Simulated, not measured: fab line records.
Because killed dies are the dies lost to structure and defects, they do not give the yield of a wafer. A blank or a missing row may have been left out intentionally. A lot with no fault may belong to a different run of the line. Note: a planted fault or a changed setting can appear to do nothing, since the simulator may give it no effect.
Chamber matching || flow n5-finfet || N5_BEOL_M6_STRIP_19 on rie-diel-02 has 4 sister chambers
The step strips in O2. 22 wafers are shown with their chamber, then 11 later ones without.

WAFERS, EACH WITH ITS CHAMBER
{"wafer": "L075.2", "chamber": 3, "showerhead-plenum-p-Torr (Torr)": 2.08, "drypump-motor-current-A (A)": 6.5, "oes-product-au (a.u.)": 0.68}
{"wafer": "L075.5", "chamber": 3, "showerhead-plenum-p-Torr (Torr)": 2.08, "drypump-motor-current-A (A)": 6.5, "oes-product-au (a.u.)": 0.68}
{"wafer": "L075.6", "chamber": 0, "showerhead-plenum-p-Torr (Torr)": 2.01, "drypump-motor-current-A (A)": 6.1, "oes-product-au (a.u.)": 0.68}
{"wafer": "L077.2", "chamber": 1, "showerhead-plenum-p-Torr (Torr)": 2.18, "drypump-motor-current-A (A)": 5.9, "oes-product-au (a.u.)": 0.93}
{"wafer": "L077.3", "chamber": 2, "showerhead-plenum-p-Torr (Torr)": 2.05, "drypump-motor-current-A (A)": 5.6, "oes-product-au (a.u.)": 0.70}
{"wafer": "L077.4", "chamber": 2, "showerhead-plenum-p-Torr (Torr)": 2.05, "drypump-motor-current-A (A)": 5.6, "oes-product-au (a.u.)": 0.70}
{"wafer": "L082.2", "chamber": 0, "showerhead-plenum-p-Torr (Torr)": 2.00, "drypump-motor-current-A (A)": 6.1, "oes-product-au (a.u.)": 0.67}
{"wafer": "L082.3", "chamber": 3, "showerhead-plenum-p-Torr (Torr)": 2.07, "drypump-motor-current-A (A)": 6.6, "oes-product-au (a.u.)": 0.68}
{"wafer": "L082.6", "chamber": 1, "showerhead-plenum-p-Torr (Torr)": 2.18, "drypump-motor-current-A (A)": 5.9, "oes-product-au (a.u.)": 0.91}
{"wafer": "L083.1", "chamber": 3, "showerhead-plenum-p-Torr (Torr)": 2.07, "drypump-motor-current-A (A)": 6.5, "oes-product-au (a.u.)": 0.67}
{"wafer": "L083.3", "chamber": 0, "showerhead-plenum-p-Torr (Torr)": 2.00, "drypump-motor-current-A (A)": 6.1, "oes-product-au (a.u.)": 0.66}
{"wafer": "L083.6", "chamber": 0, "showerhead-plenum-p-Torr (Torr)": 2.00, "drypump-motor-current-A (A)": 6.1, "oes-product-au (a.u.)": 0.66}
{"wafer": "L084.1", "chamber": 1, "showerhead-plenum-p-Torr (Torr)": 2.17, "drypump-motor-current-A (A)": 6.0, "oes-product-au (a.u.)": 0.89}
{"wafer": "L084.2", "chamber": 2, "showerhead-plenum-p-Torr (Torr)": 2.05, "drypump-motor-current-A (A)": 5.6, "oes-product-au (a.u.)": 0.95}
{"wafer": "L084.5", "chamber": 1, "showerhead-plenum-p-Torr (Torr)": 2.17, "drypump-motor-current-A (A)": 5.9, "oes-product-au (a.u.)": 0.89}
{"wafer": "L086.2", "chamber": 2, "showerhead-plenum-p-Torr (Torr)": 2.05, "drypump-motor-current-A (A)": 5.6, "oes-product-au (a.u.)": 0.94}
{"wafer": "L086.4", "chamber": 3, "showerhead-plenum-p-Torr (Torr)": 2.07, "drypump-motor-current-A (A)": 6.6, "oes-product-au (a.u.)": 0.67}
{"wafer": "L086.6", "chamber": 2, "showerhead-plenum-p-Torr (Torr)": 2.05, "drypump-motor-current-A (A)": 5.5, "oes-product-au (a.u.)": 0.94}
{"wafer": "L085.4", "chamber": 1, "showerhead-plenum-p-Torr (Torr)": 2.17, "drypump-motor-current-A (A)": 5.9, "oes-product-au (a.u.)": 0.88}
{"wafer": "L085.5", "chamber": 1, "showerhead-plenum-p-Torr (Torr)": 2.17, "drypump-motor-current-A (A)": 5.9, "oes-product-au (a.u.)": 0.88}
{"wafer": "L085.6", "chamber": 2, "showerhead-plenum-p-Torr (Torr)": 2.04, "drypump-motor-current-A (A)": 5.6, "oes-product-au (a.u.)": 0.95}
{"wafer": "L089.1", "chamber": 3, "showerhead-plenum-p-Torr (Torr)": 2.07, "drypump-motor-current-A (A)": 6.5, "oes-product-au (a.u.)": 0.66}

SIGNATURES, as means of the wafers listed above
{"reading": "showerhead-plenum-p-Torr", "chamber 0": 2.0025, "chamber 1": 2.1733, "chamber 2": 2.0483, "chamber 3": 2.0733, "scatter within a chamber": 0.00486}
{"reading": "drypump-motor-current-A", "chamber 0": 6.100, "chamber 1": 5.917, "chamber 2": 5.583, "chamber 3": 6.533, "scatter within a chamber": 0.0408}
{"reading": "oes-product-au", "chamber 0": 0.6675, "chamber 1": 0.8967, "chamber 2": 0.8633, "chamber 3": 0.6733, "scatter within a chamber": 0.0678}
Rule: distance of a wafer from a chamber = root of the sum over the readings of ((wafer's reading minus chamber's mean) / reading's scatter) squared. The wafer belongs to the nearest chamber; if the next one is less than 2 further off, it can't be placed. The scatter is the square root of a quotient: the sum, over the shown wafers, of each reading's squared deviation from its chamber's mean, divided by wafers minus chambers.

WAFERS WHOSE CHAMBER IS MISSING
{"wafer": "L089.3", "showerhead-plenum-p-Torr (Torr)": 2.04, "drypump-motor-current-A (A)": 5.6, "oes-product-au (a.u.)": 0.92}
{"wafer": "L089.4", "showerhead-plenum-p-Torr (Torr)": 2.17, "drypump-motor-current-A (A)": 5.9, "oes-product-au (a.u.)": 0.87}
{"wafer": "L091.3", "showerhead-plenum-p-Torr (Torr)": 2.04, "drypump-motor-current-A (A)": 5.6, "oes-product-au (a.u.)": 0.89}
{"wafer": "L091.4", "showerhead-plenum-p-Torr (Torr)": 2.17, "drypump-motor-current-A (A)": 5.9, "oes-product-au (a.u.)": 0.86}
{"wafer": "L091.6", "showerhead-plenum-p-Torr (Torr)": 2.07, "drypump-motor-current-A (A)": 6.6, "oes-product-au (a.u.)": 0.66}
{"wafer": "L090.2", "showerhead-plenum-p-Torr (Torr)": 2.26, "drypump-motor-current-A (A)": 6.2, "oes-product-au (a.u.)": 0.96}
{"wafer": "L090.3", "showerhead-plenum-p-Torr (Torr)": 2.17, "drypump-motor-current-A (A)": 5.9, "oes-product-au (a.u.)": 0.86}
{"wafer": "L090.5", "showerhead-plenum-p-Torr (Torr)": 2.04, "drypump-motor-current-A (A)": 5.6, "oes-product-au (a.u.)": 0.89}
{"wafer": "L097.2", "showerhead-plenum-p-Torr (Torr)": 2.16, "drypump-motor-current-A (A)": 5.9, "oes-product-au (a.u.)": 0.81}
{"wafer": "L097.4", "showerhead-plenum-p-Torr (Torr)": 2.06, "drypump-motor-current-A (A)": 6.5, "oes-product-au (a.u.)": 0.97}
{"wafer": "L097.5", "showerhead-plenum-p-Torr (Torr)": 2.25, "drypump-motor-current-A (A)": 6.1, "oes-product-au (a.u.)": 0.92}

EACH ONE'S CHAMBER
{"wafer": "L089.3", "from the rows above": 2, "in truth": 2}
{"wafer": "L089.4", "from the rows above": 1, "in truth": 1}
{"wafer": "L091.3", "from the rows above": 2, "in truth": 2}
{"wafer": "L091.4", "from the rows above": 1, "in truth": 1}
{"wafer": "L091.6", "from the rows above": 3, "in truth": 3}
{"wafer": "L090.2", "from the rows above": 1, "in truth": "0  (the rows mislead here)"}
{"wafer": "L090.3", "from the rows above": 1, "in truth": 1}
{"wafer": "L090.5", "from the rows above": 2, "in truth": 2}
{"wafer": "L097.2", "from the rows above": 1, "in truth": 1}
{"wafer": "L097.4", "from the rows above": 3, "in truth": 3}
{"wafer": "L097.5", "from the rows above": 1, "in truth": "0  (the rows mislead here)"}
Placed correctly: 9 of 11. Not placeable from these rows: 0. 2 placed wrongly.
